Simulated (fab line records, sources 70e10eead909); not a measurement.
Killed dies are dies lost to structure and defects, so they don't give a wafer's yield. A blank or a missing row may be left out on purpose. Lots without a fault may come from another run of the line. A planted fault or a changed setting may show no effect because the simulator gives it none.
Chamber matching | flow nand_harc | NHARC_P_GATE_STRIP_108 on rie_diel-11: 4 sister chambers
The step strips in O2. 14 wafers are shown with their chamber, then 7 later ones without.

WAFERS WITH THEIR CHAMBER
wafer  | chamber | showerhead_plenum_p_Torr (Torr) | drypump_motor_current_A (A) | rf_vpp_V (V)
L078.1 | 3       | 3.44                            | 4.8                         | 58.8
L078.3 | 0       | 3.66                            | 6.2                         | 58.4
L078.6 | 0       | 3.66                            | 6.2                         | 58.0
L080.3 | 3       | 3.44                            | 4.7                         | 57.9
L080.5 | 0       | 3.66                            | 6.2                         | 58.5
L080.6 | 3       | 3.44                            | 4.7                         | 57.4
L081.1 | 3       | 3.44                            | 4.7                         | 57.5
L081.4 | 2       | 3.59                            | 5.6                         | 56.8
L081.6 | 2       | 3.59                            | 5.6                         | 57.7
L084.1 | 0       | 3.66                            | 6.2                         | 58.5
L084.3 | 1       | 3.70                            | 6.0                         | 58.5
L084.6 | 3       | 3.44                            | 4.7                         | 58.0
L093.1 | 0       | 3.65                            | 6.2                         | 58.5
L093.4 | 1       | 3.70                            | 6.0                         | 58.0

SIGNATURES (means of the wafers above)
reading                  | chamber 0 | chamber 1 | chamber 2 | chamber 3 | scatter within a chamber
showerhead_plenum_p_Torr | 3.6580    | 3.7000    | 3.5900    | 3.4400    | 0.00283
drypump_motor_current_A  | 6.200     | 6.000     | 5.600     | 4.720     | 0.0283
rf_vpp_V                 | 58.380    | 58.250    | 57.250    | 57.920    | 0.441
Rule: a wafer's distance from a chamber is the root of the sum, over the readings, of the square of ((its reading less the chamber's mean) divided by the reading's scatter). The wafer belongs to the nearest chamber; if the next one is less than 2 further off, it can't be placed. The scatter: the root of (the sum of the squares of (reading less its chamber's mean) over the shown wafers, divided by (wafers less chambers)).

WAFERS WITHOUT THEIR CHAMBER
wafer  | showerhead_plenum_p_Torr (Torr) | drypump_motor_current_A (A) | rf_vpp_V (V)
L093.6 | 3.65                            | 6.2                         | 58.7
L095.1 | 3.65                            | 6.2                         | 57.5
L095.3 | 3.44                            | 4.8                         | 57.2
L095.6 | 3.58                            | 5.6                         | 56.5
L097.1 | 3.65                            | 6.2                         | 58.7
L097.2 | 3.44                            | 4.7                         | 58.2
L097.4 | 3.58                            | 5.6                         | 56.6

WHICH CHAMBER EACH WENT THROUGH
wafer  | from the rows above | in truth
L093.6 | 0                   | 0
L095.1 | 0                   | 0
L095.3 | 3                   | 3
L095.6 | 2                   | 2
L097.1 | 0                   | 0
L097.2 | 3                   | 3
L097.4 | 2                   | 2
Placed correctly: 7 of 7. Can't be placed from these rows: 0. Placed wrongly: 0.
